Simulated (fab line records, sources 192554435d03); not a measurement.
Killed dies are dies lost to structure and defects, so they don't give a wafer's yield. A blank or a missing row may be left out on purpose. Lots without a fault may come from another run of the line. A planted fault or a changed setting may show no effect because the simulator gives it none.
Chamber matching | flow n5_finfet | N5_BEOL_M7_ETCH_66 on rie_diel-02: 4 sister chambers
The step etches SOC in N2/H2, target depth 80 nm, overetch 16 nm, time 120 s. 16 wafers are shown with their chamber, then 8 later ones without.

WAFERS WITH THEIR CHAMBER
wafer  | chamber | showerhead_plenum_p_Torr (Torr) | drypump_motor_current_A (A) | throttle_valve_pct (%)
L074.2 | 2       | 2.54                            | 6.0                         | 17.77
L074.3 | 1       | 2.49                            | 5.6                         | 17.87
L074.5 | 2       | 2.54                            | 6.1                         | 17.78
L078.1 | 3       | 2.50                            | 5.6                         | 17.71
L078.3 | 1       | 2.49                            | 5.7                         | 17.87
L078.5 | 1       | 2.49                            | 5.6                         | 17.88
L079.1 | 1       | 2.49                            | 5.7                         | 17.89
L079.4 | 2       | 2.53                            | 6.0                         | 17.79
L079.6 | 1       | 2.49                            | 5.7                         | 17.89
L085.1 | 0       | 2.60                            | 5.1                         | 18.16
L085.4 | 2       | 2.53                            | 6.0                         | 17.81
L085.5 | 3       | 2.49                            | 5.6                         | 17.73
L088.2 | 3       | 2.49                            | 5.6                         | 17.74
L088.3 | 2       | 2.53                            | 6.0                         | 17.82
L088.5 | 0       | 2.60                            | 5.1                         | 18.17
L087.1 | 2       | 2.53                            | 6.0                         | 17.83

SIGNATURES (means of the wafers above)
reading                  | chamber 0 | chamber 1 | chamber 2 | chamber 3 | scatter within a chamber
showerhead_plenum_p_Torr | 2.6000    | 2.4900    | 2.5333    | 2.4933    | 0.00408
drypump_motor_current_A  | 5.100     | 5.660     | 6.017     | 5.600     | 0.0412
throttle_valve_pct       | 18.1650   | 17.8800   | 17.8000   | 17.7267   | 0.0176
Rule: a wafer's distance from a chamber is the root of the sum, over the readings, of the square of ((its reading less the chamber's mean) divided by the reading's scatter). The wafer belongs to the nearest chamber; if the next one is less than 2 further off, it can't be placed. The scatter: the root of (the sum of the squares of (reading less its chamber's mean) over the shown wafers, divided by (wafers less chambers)).

WAFERS WITHOUT THEIR CHAMBER
wafer  | showerhead_plenum_p_Torr (Torr) | drypump_motor_current_A (A) | throttle_valve_pct (%)
L087.5 | 2.53                            | 6.1                         | 17.84
L087.6 | 2.48                            | 5.6                         | 17.93
L094.1 | 2.49                            | 5.6                         | 17.74
L094.2 | 2.48                            | 5.6                         | 17.95
L094.3 | 2.60                            | 5.1                         | 18.18
L097.1 | 2.47                            | 5.6                         | 17.94
L097.3 | 2.59                            | 5.1                         | 18.20
L097.5 | 2.59                            | 5.1                         | 18.20

WHICH CHAMBER EACH WENT THROUGH
wafer  | from the rows above | in truth
L087.5 | 2                   | 2
L087.6 | 1                   | 1
L094.1 | 3                   | 3
L094.2 | 1                   | 1
L094.3 | 0                   | 0
L097.1 | 1                   | 1
L097.3 | 0                   | 0
L097.5 | 0                   | 0
Placed correctly: 8 of 8. Can't be placed from these rows: 0. Placed wrongly: 0.
